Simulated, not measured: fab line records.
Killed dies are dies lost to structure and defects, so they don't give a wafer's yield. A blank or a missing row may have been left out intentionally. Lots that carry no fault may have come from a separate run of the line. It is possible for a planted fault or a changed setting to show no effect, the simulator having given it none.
Chamber matching | flow n5 finfet | N5_BEOL_M4_STRIP_66 on rie diel-01: 4 sister chambers
The step strips in CF4. 14 wafers are shown with their chamber, then 6 later ones without.

## EACH WAFER AND ITS CHAMBER
wafer  | chamber | showerhead plenum p Torr (Torr) | rf vpp V (V) | oes product au (a.u.)
L351.1 | 0       | 1.87                            | 274.6        | 0.80
L351.3 | 2       | 1.78                            | 270.2        | 0.72
L351.4 | 1       | 1.79                            | 269.9        | 0.66
L358.3 | 2       | 1.77                            | 271.3        | 0.71
L358.4 | 0       | 1.86                            | 273.7        | 0.79
L358.6 | 2       | 1.77                            | 270.2        | 0.70
L366.2 | 3       | 1.77                            | 271.0        | 0.69
L366.3 | 0       | 1.86                            | 273.1        | 0.77
L367.1 | 3       | 1.77                            | 271.4        | 0.69
L367.2 | 2       | 1.77                            | 270.9        | 0.69
L367.4 | 1       | 1.79                            | 270.4        | 0.88
L368.2 | 2       | 1.77                            | 271.1        | 0.69
L368.4 | 0       | 1.86                            | 273.0        | 0.77
L368.5 | 1       | 1.79                            | 270.3        | 0.88

SIGNATURES (averages over the wafers above)
reading                  | chamber 0 | chamber 1 | chamber 2 | chamber 3 | scatter within a chamber
showerhead plenum p Torr | 1.8625    | 1.7900    | 1.7720    | 1.7700    | 0.00394
rf vpp V                 | 273.600   | 270.200   | 270.740   | 271.200   | 0.538
oes product au           | 0.7825    | 0.8067    | 0.7020    | 0.6900    | 0.058
Rule: a wafer lies at a distance from a chamber equal to the root of the sum of squares, over the readings, of (its reading less the chamber's mean, divided by the reading's scatter). If the next closest chamber is less than 2 further off than the closest, the wafer can't be placed; otherwise it belongs to the closest. How the scatter is found: for the shown wafers, subtract from each reading the mean of its chamber, square and add these, divide the total by (wafers less chambers), then take the root.

## WAFERS WITHOUT THEIR CHAMBER
wafer  | showerhead plenum p Torr (Torr) | rf vpp V (V) | oes product au (a.u.)
L369.2 | 1.77                            | 270.2        | 0.69
L369.5 | 1.78                            | 271.1        | 0.88
L369.6 | 1.77                            | 269.9        | 0.69
L371.2 | 1.76                            | 271.8        | 0.68
L371.3 | 1.76                            | 270.5        | 0.68
L371.4 | 1.85                            | 273.0        | 0.76

## THE CHAMBER EACH PASSED THROUGH
wafer  | from the rows above          | in truth
L369.2 | can't be placed: 2 or 3      | 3
L369.5 | can't be placed: 1 or 2 or 3 | 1
L369.6 | can't be placed: 2 or 3      | 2
L371.2 | can't be placed: 3 or 2      | 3
L371.3 | can't be placed: 3 or 2      | 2
L371.4 | 0                            | 0
1 of 6 placed correctly. From these rows, 5 cannot be placed; in 5 the true chamber is one of the candidates. Number placed wrongly: 0.
